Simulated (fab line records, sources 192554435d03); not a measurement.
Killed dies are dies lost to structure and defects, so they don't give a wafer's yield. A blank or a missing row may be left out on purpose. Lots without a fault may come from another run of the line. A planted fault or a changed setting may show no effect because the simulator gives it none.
Split-lot experiment | flow n5_finfet | 7 lots, 39 wafers read, on a route of 1938 steps

THE SPLIT
At N5_PASSIVATION_ETCH_54 (etches SiO2 in CHF3/O2, target depth 880 nm, time 440 s), the setting time_s was moved away from the recipe's 440 s on 15 of the 39 wafers read, by -49.4% to +29.8%. The other wafers ran this setting at the recipe's value.

The reading is taken at the split's own step.

THE READING
PASSIVATION.feature_depth_nm (the simulator's own value, which no gauge read), in nm, at N5_PASSIVATION_ETCH_54 (etches SiO2 in CHF3/O2, target depth 880 nm, time 440 s). The file gives no usual value for it. The 24 wafers here that ran the recipe average 877.3 nm, standard deviation 17 nm.

wafer  | tool, chamber at the split | time_s as run, s | against the recipe | PASSIVATION.feature_depth_nm, nm | against lot-mates on the recipe
L079.1 | rie_diel-04, 3             | 440              | recipe             | 865.4                            | -
L079.2 | rie_diel-04, 1             | 351.7            | -20.1%             | 687.6                            | -187.3
L079.3 | rie_diel-04, 2             | 440              | recipe             | 891.2                            | -
L079.4 | rie_diel-04, 3             | 440              | recipe             | 868.2                            | -
L079.5 | rie_diel-04, 2             | 351.7            | -20.1%             | 702.6                            | -172.3
L079.6 | rie_diel-04, 1             | 351.7            | -20.1%             | 688.4                            | -186.5
L078.1 | rie_diel-05, 0             | 440              | recipe             | 890.2                            | -
L078.2 | rie_diel-05, 1             | 440              | recipe             | 872.6                            | -
L078.3 | rie_diel-05, 2             | 440              | recipe             | 845.4                            | -
L078.4 | rie_diel-05, 3             | 440              | recipe             | 869.2                            | -
L078.5 | rie_diel-05, 0             | 440              | recipe             | 887.2                            | -
L078.6 | rie_diel-05, 1             | 440              | recipe             | 865.4                            | -
L084.1 | rie_diel-06, 3             | 440              | recipe             | 914.8                            | -
L084.2 | rie_diel-06, 0             | 524              | +19.1%             | 1033                             | +132.5
L084.3 | rie_diel-06, 2             | 524              | +19.1%             | 1058                             | +157.5
L084.4 | rie_diel-06, 1             | 440              | recipe             | 892.8                            | -
L084.5 | rie_diel-06, 1             | 524              | +19.1%             | 1070                             | +169.5
L084.6 | rie_diel-06, 2             | 440              | recipe             | 893.8                            | -
L088.1 | rie_diel-04, 2             | 222.5            | -49.4%             | 446.8                            | -423.6
L088.2 | rie_diel-04, 3             | 222.5            | -49.4%             | 437.8                            | -432.6
L088.3 | rie_diel-04, 1             | 440              | recipe             | 869                              | -
L088.4 | rie_diel-04, 0             | 440              | recipe             | 872.4                            | -
L088.5 | rie_diel-04, 0             | 222.5            | -49.4%             | 442.8                            | -427.6
L088.6 | rie_diel-04, 3             | 440              | recipe             | 869.8                            | -
L091.1 | rie_diel-06, 3             | 440              | recipe             | 895                              | -
L091.2 | rie_diel-06, 1             | 440              | recipe             | 882.6                            | -
L091.3 | rie_diel-06, 0             | 571              | +29.8%             | 1105                             | +219.7
L091.4 | rie_diel-06, 0             | 571              | +29.8%             | 1123                             | +237.7
L091.5 | rie_diel-06, 3             | 571              | +29.8%             | 1148                             | +262.7
L091.6 | rie_diel-06, 1             | 440              | recipe             | 878.2                            | -
L097.2 | rie_diel-05, 3             | 440              | recipe             | 865.6                            | -
L097.3 | rie_diel-05, 0             | 440              | recipe             | 895                              | -
L097.4 | rie_diel-05, 2             | 440              | recipe             | 849                              | -
L095.1 | rie_diel-05, 3             | 527.7            | +19.9%             | 1041                             | +166.7
L095.2 | rie_diel-05, 2             | 440              | recipe             | 848.4                            | -
L095.3 | rie_diel-05, 1             | 527.7            | +19.9%             | 1051                             | +176.7
L095.4 | rie_diel-05, 0             | 440              | recipe             | 895.2                            | -
L095.5 | rie_diel-05, 0             | 527.7            | +19.9%             | 1067                             | +192.7
L095.6 | rie_diel-05, 1             | 440              | recipe             | 879.2                            | -

THE FIT
A straight line over all 39 wafers: PASSIVATION.feature_depth_nm changes by +8.78 nm for each +1% of time_s; r = +1.00; the points scatter about the line by 16 nm.
The same after taking each lot's own level away (the mean of its wafers on the recipe; 39 wafers): +8.55 nm for each +1%; r = +1.00; scatter 15 nm.
On that fit, the largest move of time_s shifts the reading by 4.2e+02 nm.
The lots' own levels span 869.87 to 900.47 nm, that is 1.8 times the standard deviation above.
So the lot-to-lot level changes the slope little: the two slopes agree.
Check: with one of the wafers moved furthest among these (-49.4%) left out of the fit, the line predicts -426 nm for it against its lot-mates. It came out at -424 nm against them.

OTHER SPLITS ON THESE WAFERS
These wafers also went through other splits before the reading. Each is held against what the fit with the lots' levels taken away leaves over:
other split on the same wafers   | wafers away from the commonest value | r with PASSIVATION.feature_depth_nm (lot level and that fit taken away)
N5_BEOL_M1_TRENCH_ETCH_37 time_s | 12                                   | -0.25
N5_BEOL_M3_ETCH_64 time_s        | 9                                    | -0.13
N5_BEOL_M4_ILD_DEP_00 time_s     | 12                                   | -0.12
N5_BEOL_M6_ALD_77 ald_cycles     | 9                                    | -0.12
N5_BEOL_M9_ETCH_66 time_s        | 15                                   | +0.20
N5_BEOL_M11_DESCUM_16 time_s     | 12                                   | +0.08

THE WHOLE CHAIN: every reading that the file lists as answering this split, in the file's order
step                   | what it does                                            | reading                                                                       | change (the file's fit)              | r (the file's)
N5_PASSIVATION_ETCH_54 | etches SiO2 in CHF3/O2, target depth 880 nm, time 440 s | etch.depth_nm (the simulator's own value, which no gauge read)                | +8.55 nm for each +1% of the setting | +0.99
N5_PASSIVATION_ETCH_54 | etches SiO2 in CHF3/O2, target depth 880 nm, time 440 s | PASSIVATION.feature_depth_nm (the simulator's own value, which no gauge read) | +8.55 nm for each +1% of the setting | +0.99

THE FILE'S OWN FIT
PASSIVATION.feature_depth_nm changes by +8.55 nm for each +1% of time_s, r = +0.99.
